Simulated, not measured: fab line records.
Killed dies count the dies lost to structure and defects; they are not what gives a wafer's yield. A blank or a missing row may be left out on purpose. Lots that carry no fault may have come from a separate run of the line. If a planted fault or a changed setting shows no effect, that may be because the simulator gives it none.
Split-lot experiment :: flow n5Finfet :: route with 1938 steps; 7 lots, 21 wafers read

## ON THE SPLIT
At N5_FIN_SAQP_PECVD_06 (deposits a-Si from SiH4/He, target thk 60 nm, time 48.1 s), the setting timeS was moved away from the recipe's 48.1 s on 3 of the 21 wafers read, by -13.4% to -6.9%. For the rest of the wafers, this setting stayed at what the recipe calls for.

## FROM THE SPLIT TO THE READING: what the file shows between them, 6 steps
- N5_FIN_SAQP_THK_MEAS_07
- N5_FIN_SAQP_COAT_49: time 60 s, resist thk 100 nm (also split here: timeS)
- N5_FIN_SAQP_COAT_50: time 60 s, resist thk 35 nm
- N5_FIN_SAQP_COAT_10: resist thk 90 nm
- N5_FIN_SAQP_HM_OPEN_73: chemistry CHF3/O2, target SiO2, stops on a-Si, target depth 12 nm, time 16.8 s
- N5_FIN_SAQP_STRIP_74: strips in CHF3/O2

## THE READING
oesProductAu, in a.u., at N5_FIN_SAQP_MANDREL_ETCH_22 (etches a-Si in HBr/Cl2, stops on SiNx, target depth 60 nm, bt time 10 s, time 30 s). On this fab line, fault-free wafers typically give 0.774 a.u. with a standard deviation of 0.013 a.u.

wafer: L075.1
tool, chamber at the split: pecvd-02, 1
timeS as run, s: 48.1
against the recipe: recipe
oesProductAu, a.u.: 0.769
against lot-mates on the recipe: -

wafer: L075.4
tool, chamber at the split: pecvd-02, 1
timeS as run, s: 48.1
against the recipe: recipe
oesProductAu, a.u.: 0.765
against lot-mates on the recipe: -

wafer: L075.6
tool, chamber at the split: pecvd-02, 0
timeS as run, s: 48.1
against the recipe: recipe
oesProductAu, a.u.: 0.776
against lot-mates on the recipe: -

wafer: L077.1
tool, chamber at the split: pecvd-04, 2
timeS as run, s: 41.66
against the recipe: -13.4%
oesProductAu, a.u.: 0.725
against lot-mates on the recipe: -0.059

wafer: L077.4
tool, chamber at the split: pecvd-04, 2
timeS as run, s: 48.1
against the recipe: recipe
oesProductAu, a.u.: 0.789
against lot-mates on the recipe: -

wafer: L077.5
tool, chamber at the split: pecvd-04, 2
timeS as run, s: 48.1
against the recipe: recipe
oesProductAu, a.u.: 0.778
against lot-mates on the recipe: -

wafer: L084.2
tool, chamber at the split: pecvd-02, 2
timeS as run, s: 48.1
against the recipe: recipe
oesProductAu, a.u.: 0.767
against lot-mates on the recipe: -

wafer: L084.4
tool, chamber at the split: pecvd-02, 2
timeS as run, s: 48.1
against the recipe: recipe
oesProductAu, a.u.: 0.772
against lot-mates on the recipe: -

wafer: L084.6
tool, chamber at the split: pecvd-02, 0
timeS as run, s: 48.1
against the recipe: recipe
oesProductAu, a.u.: 0.770
against lot-mates on the recipe: -

wafer: L090.1
tool, chamber at the split: pecvd-02, 1
timeS as run, s: 48.1
against the recipe: recipe
oesProductAu, a.u.: 0.766
against lot-mates on the recipe: -

wafer: L090.4
tool, chamber at the split: pecvd-02, 1
timeS as run, s: 48.1
against the recipe: recipe
oesProductAu, a.u.: 0.778
against lot-mates on the recipe: -

wafer: L090.5
tool, chamber at the split: pecvd-02, 2
timeS as run, s: 48.1
against the recipe: recipe
oesProductAu, a.u.: 0.768
against lot-mates on the recipe: -

wafer: L092.2
tool, chamber at the split: pecvd-01, 1
timeS as run, s: 48.1
against the recipe: recipe
oesProductAu, a.u.: 0.770
against lot-mates on the recipe: -

wafer: L092.3
tool, chamber at the split: pecvd-01, 0
timeS as run, s: 48.1
against the recipe: recipe
oesProductAu, a.u.: 0.770
against lot-mates on the recipe: -

wafer: L092.5
tool, chamber at the split: pecvd-01, 0
timeS as run, s: 48.1
against the recipe: recipe
oesProductAu, a.u.: 0.749
against lot-mates on the recipe: -

wafer: L095.2
tool, chamber at the split: pecvd-02, 0
timeS as run, s: 44.76
against the recipe: -6.9%
oesProductAu, a.u.: 0.757
against lot-mates on the recipe: -0.023

wafer: L095.3
tool, chamber at the split: pecvd-02, 2
timeS as run, s: 44.76
against the recipe: -6.9%
oesProductAu, a.u.: 0.742
against lot-mates on the recipe: -0.038

wafer: L095.6
tool, chamber at the split: pecvd-02, 1
timeS as run, s: 48.1
against the recipe: recipe
oesProductAu, a.u.: 0.780
against lot-mates on the recipe: -

wafer: L097.3
tool, chamber at the split: pecvd-02, 0
timeS as run, s: 48.1
against the recipe: recipe
oesProductAu, a.u.: 0.785
against lot-mates on the recipe: -

wafer: L097.4
tool, chamber at the split: pecvd-02, 2
timeS as run, s: 48.1
against the recipe: recipe
oesProductAu, a.u.: 0.776
against lot-mates on the recipe: -

wafer: L097.6
tool, chamber at the split: pecvd-02, 0
timeS as run, s: 48.1
against the recipe: recipe
oesProductAu, a.u.: 0.760
against lot-mates on the recipe: -

THE FIT
A straight line over all 21 wafers: oesProductAu changes by +0.00338 a.u. for each +1% of timeS; r = +0.80; the points scatter about the line by 0.0091 a.u.
The same after taking each lot's own level away (the mean of its wafers on the recipe; 21 wafers): +0.00438 a.u. for each +1%; r = +0.91; scatter 0.0071 a.u.
The reading moves by 0.059 a.u. for the largest change in timeS, on that fit.
The lots' own levels span 0.7630 to 0.7835 a.u., that is 1.6 times the standard deviation above.
So the lot-to-lot level blurs the effect unless lot-mates are compared.
Check: with one of the wafers moved furthest among these (-13.4%) left out of the fit, the line predicts -0.0588 a.u. for it against its lot-mates. Against them it came out at -0.0585 a.u.

## FURTHER SPLITS ON THESE WAFERS
Note: prior to the reading, these wafers also went through further splits. Each is held against what the fit with the lots' levels taken away leaves over:
other split on the same wafers: N5_WELL_APT_PEB_06 pebTimeS
wafers away from the commonest value: 7
r with oesProductAu (lot level and that fit taken away): +0.11

other split on the same wafers: N5_FIN_SAQP_COAT_49 timeS
wafers away from the commonest value: 5
r with oesProductAu (lot level and that fit taken away): -0.29

## THE WHOLE CHAIN: every reading that the file lists as answering this split, in the file's order
step: N5_FIN_SAQP_PECVD_06
what it does: deposits a-Si from SiH4/He, target thk 60 nm, time 48.1 s
reading: a-Si_of_FIN_SAQP_PECVD_06.thkNm (the simulator's own value, which no gauge read)
change (the file's fit): +0.716 nm for each +1% of the setting
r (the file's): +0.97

step: N5_FIN_SAQP_THK_MEAS_07
what it does: 
reading: thkNm
change (the file's fit): withheld for each +1% of the setting
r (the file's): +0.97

step: N5_FIN_SAQP_MANDREL_ETCH_22
what it does: etches a-Si in HBr/Cl2, stops on SiNx, target depth 60 nm, bt time 10 s, time 30 s
reading: oesProductAu
change (the file's fit): +0.00437 a.u. for each +1% of the setting
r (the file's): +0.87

step: N5_FIN_SAQP_MANDREL_ETCH_22
what it does: etches a-Si in HBr/Cl2, stops on SiNx, target depth 60 nm, bt time 10 s, time 30 s
reading: etch.depthNm (the simulator's own value, which no gauge read)
change (the file's fit): +0.715 nm for each +1% of the setting
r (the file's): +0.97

step: N5_FIN_SAQP_SPACER1_ALD_24
what it does: deposits SiO2, target thk 20.3 nm, pulse time 1 s, purge time 2 s
reading: a-Si_of_FIN_SAQP_PECVD_06.thkNm (the simulator's own value, which no gauge read)
change (the file's fit): +0.709 nm for each +1% of the setting
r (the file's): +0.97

## FILE'S OWN FIT
oesProductAu changes by +0.00437 a.u. for each +1% of timeS, r = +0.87.
